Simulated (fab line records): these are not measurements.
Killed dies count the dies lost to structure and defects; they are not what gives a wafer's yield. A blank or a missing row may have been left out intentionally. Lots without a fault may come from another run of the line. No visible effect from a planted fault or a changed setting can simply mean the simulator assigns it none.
Matching of chambers :: flow nandHarc :: rieDiel-13 running NHARC_A_CONTACT_ETCH_102: 4 sister chambers
The step etches the open film in CF4/O2, target depth 100 nm, overetch 10 nm, time 55 s. 4 wafers are shown with their chamber, then 12 later ones without.

## EACH WAFER AND ITS CHAMBER
wafer: L085.4
chamber: 3
drypumpMotorCurrentA (A): 5.4

wafer: L084.2
chamber: 0
drypumpMotorCurrentA (A): 5.7

wafer: L084.3
chamber: 2
drypumpMotorCurrentA (A): 6.0

wafer: L084.5
chamber: 1
drypumpMotorCurrentA (A): 5.4

## WAFERS WHOSE CHAMBER IS MISSING
wafer: L087.1
drypumpMotorCurrentA (A): 6.1

wafer: L087.2
drypumpMotorCurrentA (A): 5.4

wafer: L087.4
drypumpMotorCurrentA (A): 5.4

wafer: L089.2
drypumpMotorCurrentA (A): 5.3

wafer: L089.3
drypumpMotorCurrentA (A): 5.4

wafer: L089.6
drypumpMotorCurrentA (A): 5.4

wafer: L090.1
drypumpMotorCurrentA (A): 5.4

wafer: L090.3
drypumpMotorCurrentA (A): 5.4

wafer: L090.5
drypumpMotorCurrentA (A): 5.3

wafer: L097.1
drypumpMotorCurrentA (A): 6.0

wafer: L097.4
drypumpMotorCurrentA (A): 5.4

wafer: L097.5
drypumpMotorCurrentA (A): 5.3

## WHICH CHAMBER EACH ONE RAN IN
wafer: L087.1
from the rows above: 2
in truth: 2

wafer: L087.2
from the rows above: can't be placed: 1 or 3
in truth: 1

wafer: L087.4
from the rows above: can't be placed: 1 or 3
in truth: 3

wafer: L089.2
from the rows above: can't be placed: 1 or 3
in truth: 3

wafer: L089.3
from the rows above: can't be placed: 1 or 3
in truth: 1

wafer: L089.6
from the rows above: can't be placed: 1 or 3
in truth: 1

wafer: L090.1
from the rows above: can't be placed: 1 or 3
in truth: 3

wafer: L090.3
from the rows above: can't be placed: 1 or 3
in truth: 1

wafer: L090.5
from the rows above: can't be placed: 1 or 3
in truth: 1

wafer: L097.1
from the rows above: 2
in truth: 2

wafer: L097.4
from the rows above: can't be placed: 1 or 3
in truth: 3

wafer: L097.5
from the rows above: can't be placed: 1 or 3
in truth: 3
Placed correctly: 2 of 12. From these rows, 10 cannot be placed; in 10 the true chamber is one of the candidates. Number placed wrongly: 0.
How it was worked out, from the rows above alone: a wafer's distance from a chamber is the root of the sum, over the readings, of the square of ((its reading less the chamber's mean) divided by the reading's scatter). If the next closest chamber is less than 2 further off than the closest, the wafer can't be placed; otherwise it belongs to the closest. Each chamber's mean is taken over the wafers shown for it. The scatter (one wafer shown for each chamber): square how far every hidden wafer sits from the nearest shown wafer, average those squares and take the square root.
